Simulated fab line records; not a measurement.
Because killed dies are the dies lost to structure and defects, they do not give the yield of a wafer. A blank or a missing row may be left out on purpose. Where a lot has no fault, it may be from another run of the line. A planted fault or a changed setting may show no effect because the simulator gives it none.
The tool behind it: which one? :: flow n5-finfet :: 11 lots with 32 wafers sampled at 4 steps, on a route of 1938 steps

WHAT THE GAUGES READ, wafer by wafer
N5_BEOL_M14_OCD_MEAS_35. Usual: trench-depth-nm reads 558 nm (standard deviation 10).
lot: L704
measured: day 10 20:28
on: ocd-02
trench-depth-nm (nm): 560 576 576
flag: 

lot: L705
measured: day 11 12:23
on: ocd-02
trench-depth-nm (nm): 545 552 559
flag: 

lot: L707
measured: day 12 00:31
on: ocd-01
trench-depth-nm (nm): 554 560 559
flag: 

lot: L708
measured: day 12 11:36
on: ocd-02
trench-depth-nm (nm): 548 556 555
flag: 

lot: L709
measured: day 12 12:43
on: ocd-02
trench-depth-nm (nm): 557 557 555
flag: 

lot: L711
measured: day 12 16:55
on: ocd-02
trench-depth-nm (nm): 567 545 561
flag: 

lot: L712
measured: day 13 05:51
on: ocd-01
trench-depth-nm (nm): 546 552
flag: 

lot: L714
measured: day 13 20:30
on: ocd-02
trench-depth-nm (nm): 573 544 558
flag: 

lot: L718
measured: day 14 22:04
on: ocd-01
trench-depth-nm (nm): 562 560 569
flag: 

lot: L724
measured: day 16 04:28
on: ocd-02
trench-depth-nm (nm): 552 564 552
flag: 

lot: L726
measured: day 16 21:30
on: ocd-02
trench-depth-nm (nm): 561 563 559
flag: 

N5_BEOL_M15_INSPECT_12: inspects for defects (macro). Usual: raw-defect-count reads 2 (standard deviation 1.5).
lot: L704
measured: day 10 23:28
on: defect-inspect-01
raw-defect-count: 1 0 1
flag: 

lot: L705
measured: day 11 15:37
on: defect-inspect-01
raw-defect-count: 1 1 3
flag: 

lot: L707
measured: day 12 08:13
on: defect-inspect-01
raw-defect-count: 1 2 5
flag: 

lot: L708
measured: day 12 14:22
on: defect-inspect-02
raw-defect-count: 2 1 2
flag: 

lot: L709
measured: day 12 17:55
on: defect-inspect-01
raw-defect-count: 2 3 0
flag: 

lot: L711
measured: day 12 20:51
on: defect-inspect-01
raw-defect-count: 4 5 1
flag: 

lot: L712
measured: day 13 09:19
on: defect-inspect-02
raw-defect-count: 3 2
flag: 

lot: L714
measured: day 14 03:12
on: defect-inspect-01
raw-defect-count: 2 2 3
flag: 

lot: L718
measured: day 15 01:16
on: defect-inspect-02
raw-defect-count: >300 >300 >300
flag: OFF

lot: L724
measured: day 16 08:33
on: defect-inspect-02
raw-defect-count: >300 >300 >300
flag: OFF

lot: L726
measured: day 17 00:31
on: defect-inspect-02
raw-defect-count: 0 5 0
flag: 

EACH LOT AND THE TOOL THAT RAN IT (in order: tool; ch and the chambers of the sampled wafers; start)
lot: L704
N5_BEOL_M14_SPUTTER_45: pvd-sputter-03, day 10 21:15
N5_BEOL_M15_ILD_DEP_00: pecvd-04 ch 0,1,2, day 10 22:44

lot: L705
N5_BEOL_M14_SPUTTER_45: pvd-sputter-03, day 11 13:47
N5_BEOL_M15_ILD_DEP_00: pecvd-01 ch 0,1,2, day 11 14:53

lot: L707
N5_BEOL_M14_SPUTTER_45: pvd-sputter-02, day 12 06:23
N5_BEOL_M15_ILD_DEP_00: pecvd-04 ch 0,1,2, day 12 07:29

lot: L708
N5_BEOL_M14_SPUTTER_45: pvd-sputter-03, day 12 12:32
N5_BEOL_M15_ILD_DEP_00: pecvd-04 ch 1,2, day 12 13:39

lot: L709
N5_BEOL_M14_SPUTTER_45: pvd-sputter-03, day 12 15:54
N5_BEOL_M15_ILD_DEP_00: pecvd-04 ch 0,1,2, day 12 17:11

lot: L711
N5_BEOL_M14_SPUTTER_45: pvd-sputter-03, day 12 19:09
N5_BEOL_M15_ILD_DEP_00: pecvd-04 ch 0,1,2, day 12 20:14

lot: L712
N5_BEOL_M14_SPUTTER_45: pvd-sputter-03, day 13 07:37
N5_BEOL_M15_ILD_DEP_00: pecvd-02 ch 1,2, day 13 08:43

lot: L714
N5_BEOL_M14_SPUTTER_45: pvd-sputter-01, day 14 01:04
N5_BEOL_M15_ILD_DEP_00: pecvd-01 ch 0,1,2, day 14 02:35

lot: L718
N5_BEOL_M14_SPUTTER_45: pvd-sputter-01, day 14 23:02
N5_BEOL_M15_ILD_DEP_00: pecvd-02 ch 1,2, day 15 00:39

lot: L724
N5_BEOL_M14_SPUTTER_45: pvd-sputter-01, day 16 06:35
N5_BEOL_M15_ILD_DEP_00: pecvd-02 ch 0,1, day 16 07:56

lot: L726
N5_BEOL_M14_SPUTTER_45: pvd-sputter-03, day 16 22:40
N5_BEOL_M15_ILD_DEP_00: pecvd-04 ch 0,2, day 16 23:47
- N5_BEOL_M14_SPUTTER_45: material Cu, target thk 100 nm, time 16.67 s.
- N5_BEOL_M15_ILD_DEP_00: deposits SiO2 from TEOS/O2, target thk 1629.3 nm, time 346.1 s.

AS READ BY THE TOOLS THEMSELVES (means over the sampled wafers that have a number; for cases with no such wafer, the mark the record gives instead)
N5_BEOL_M14_SPUTTER_45. Usual: cathode-dc-power-W 26000 W, standard deviation 4.5; throttle-valve-pct 30.0 %, standard deviation 1.2.
lot: L704
tool: pvd-sputter-03
cathode-dc-power-W (W): 25999
throttle-valve-pct (%): 30.1
flag: 

lot: L705
tool: pvd-sputter-03
cathode-dc-power-W (W): 26001
throttle-valve-pct (%): 30.2
flag: 

lot: L707
tool: pvd-sputter-02
cathode-dc-power-W (W): 26003
throttle-valve-pct (%): 29.2
flag: 

lot: L708
tool: pvd-sputter-03
cathode-dc-power-W (W): 26001
throttle-valve-pct (%): 31.4
flag: 

lot: L709
tool: pvd-sputter-03
cathode-dc-power-W (W): 26003
throttle-valve-pct (%): 30.2
flag: 

lot: L711
tool: pvd-sputter-03
cathode-dc-power-W (W): 25998
throttle-valve-pct (%): 30.8
flag: 

lot: L712
tool: pvd-sputter-03
cathode-dc-power-W (W): 25996
throttle-valve-pct (%): 31.1
flag: 

lot: L714
tool: pvd-sputter-01
cathode-dc-power-W (W): 26002
throttle-valve-pct (%): 30.2
flag: 

lot: L718
tool: pvd-sputter-01
cathode-dc-power-W (W): 26001
throttle-valve-pct (%): 29.7
flag: 

lot: L724
tool: pvd-sputter-01
cathode-dc-power-W (W): 26003
throttle-valve-pct (%): 30.2
flag: 

lot: L726
tool: pvd-sputter-03
cathode-dc-power-W (W): 26000
throttle-valve-pct (%): 30.8
flag: 

N5_BEOL_M15_ILD_DEP_00. Usual: heater-power-w 594 W, standard deviation 100; showerhead-plenum-p-Torr 8.332 Torr, standard deviation 0.023; throttle-valve-pct 18.6 %, standard deviation 1.6.
lot: L704
tool: pecvd-04
heater-power-w (W): 629
showerhead-plenum-p-Torr (Torr): 8.315
throttle-valve-pct (%): 19.0
flag: 

lot: L705
tool: pecvd-01
heater-power-w (W): 622
showerhead-plenum-p-Torr (Torr): 8.338
throttle-valve-pct (%): 18.4
flag: 

lot: L707
tool: pecvd-04
heater-power-w (W): 607
showerhead-plenum-p-Torr (Torr): 8.338
throttle-valve-pct (%): 19.0
flag: 

lot: L708
tool: pecvd-04
heater-power-w (W): 667
showerhead-plenum-p-Torr (Torr): 8.343
throttle-valve-pct (%): 19.0
flag: 

lot: L709
tool: pecvd-04
heater-power-w (W): 607
showerhead-plenum-p-Torr (Torr): 8.331
throttle-valve-pct (%): 19.1
flag: 

lot: L711
tool: pecvd-04
heater-power-w (W): 643
showerhead-plenum-p-Torr (Torr): 8.341
throttle-valve-pct (%): 19.0
flag: 

lot: L712
tool: pecvd-02
heater-power-w (W): 520
showerhead-plenum-p-Torr (Torr): 8.322
throttle-valve-pct (%): 18.2
flag: 

lot: L714
tool: pecvd-01
heater-power-w (W): 586
showerhead-plenum-p-Torr (Torr): 8.333
throttle-valve-pct (%): 18.3
flag: 

lot: L718
tool: pecvd-02
heater-power-w (W): 439
showerhead-plenum-p-Torr (Torr): 8.332
throttle-valve-pct (%): 17.9
flag: 

lot: L724
tool: pecvd-02
heater-power-w (W): 516
showerhead-plenum-p-Torr (Torr): 8.341
throttle-valve-pct (%): 18.9
flag: 

lot: L726
tool: pecvd-04
heater-power-w (W): 619
showerhead-plenum-p-Torr (Torr): 8.316
throttle-valve-pct (%): 19.0
flag: 

THE ANSWER, worked out from the rows above alone
Rule: a lot is off if the mean of its wafers that have a number lies more than 3 standard deviations from the usual mean. Also off: a lot with no number at a reading for which 4 or more lots have one. The other lots that the step has rows for count as sound. The gauges are gone through in route order, then the tools' own readings, and for those a lot's mean is taken as printed above. The first step at which some lot is off is used, and at that step the reading that is off furthest; a lot without a number counts as furthest.
Off at N5_BEOL_M15_INSPECT_12 (raw-defect-count): L718, L724. Without a number there: L718, L724.
If a tool, at a process step before that reading, ran all the lots that are off and no sound lot after the first of them, it fits. Gauges at N5_BEOL_M15_INSPECT_12: tried the same way as those tools. 2 tools fit, pvd-sputter-01 at N5_BEOL_M14_SPUTTER_45 and pecvd-02 at N5_BEOL_M15_ILD_DEP_00, so this cannot tell which one it is.

WHAT THE SIMULATOR HAD INSERTED
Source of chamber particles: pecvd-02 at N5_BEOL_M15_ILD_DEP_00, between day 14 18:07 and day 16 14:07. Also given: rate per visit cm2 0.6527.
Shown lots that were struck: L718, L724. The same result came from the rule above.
